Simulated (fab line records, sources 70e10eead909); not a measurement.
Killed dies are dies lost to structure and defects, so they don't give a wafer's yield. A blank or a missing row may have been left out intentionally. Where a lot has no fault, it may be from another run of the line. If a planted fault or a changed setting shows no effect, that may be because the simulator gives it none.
Matching of chambers ; flow nandHarc ; cmp-03 running NHARC_A_BONDPAD_CMP_19: 4 sister chambers
The step polishes, t overpolish 30 s, cu recess touch 16 s, target thk 169.82 nm. 8 wafers are shown with their chamber, then 7 later ones without.

WAFERS PAIRED WITH THEIR CHAMBERS
wafer;chamber;motorCurrentA (A);overpolishRunS (s)
L078.5;0;12.6;29.995
L080.1;1;11.4;29.998
L080.2;2;13.5;30.002
L080.6;0;13.6;29.990
L077.5;2;12.8;29.987
L077.6;3;12.9;30.000
L083.3;1;12.0;30.014
L083.4;3;12.6;29.995

WAFERS MISSING THEIR CHAMBER
wafer;motorCurrentA (A);overpolishRunS (s)
L083.5;12.7;29.989
L092.1;12.4;29.986
L092.2;12.0;30.007
L092.4;12.7;29.999
L091.1;12.6;29.989
L091.3;13.4;30.005
L091.4;13.3;29.993

THE CHAMBER EACH PASSED THROUGH
wafer;from the rows above;in truth
L083.5;can't be placed: 0 or 3 or 2 or 1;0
L092.1;can't be placed: 3 or 0 or 2 or 1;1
L092.2;can't be placed: 1 or 3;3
L092.4;can't be placed: 3 or 2 or 0 or 1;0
L091.1;can't be placed: 3 or 0 or 2 or 1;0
L091.3;can't be placed: 2 or 3 or 0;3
L091.4;can't be placed: 2 or 0 or 3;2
Correct placement for 0 of the 7. From these rows, 7 cannot be placed; in 7 the true chamber is one of the candidates. Placed wrongly: 0.
How it was worked out, from the rows above alone: a wafer's distance from a chamber is the root of the sum, over the readings, of the square of ((its reading less the chamber's mean) divided by the reading's scatter). If the next closest chamber is less than 2 further off than the closest, the wafer can't be placed; otherwise it belongs to the closest. Each chamber's mean is taken over the wafers shown for it. The scatter: the root of (the sum of the squares of (reading less its chamber's mean) over the shown wafers, divided by (wafers less chambers)).
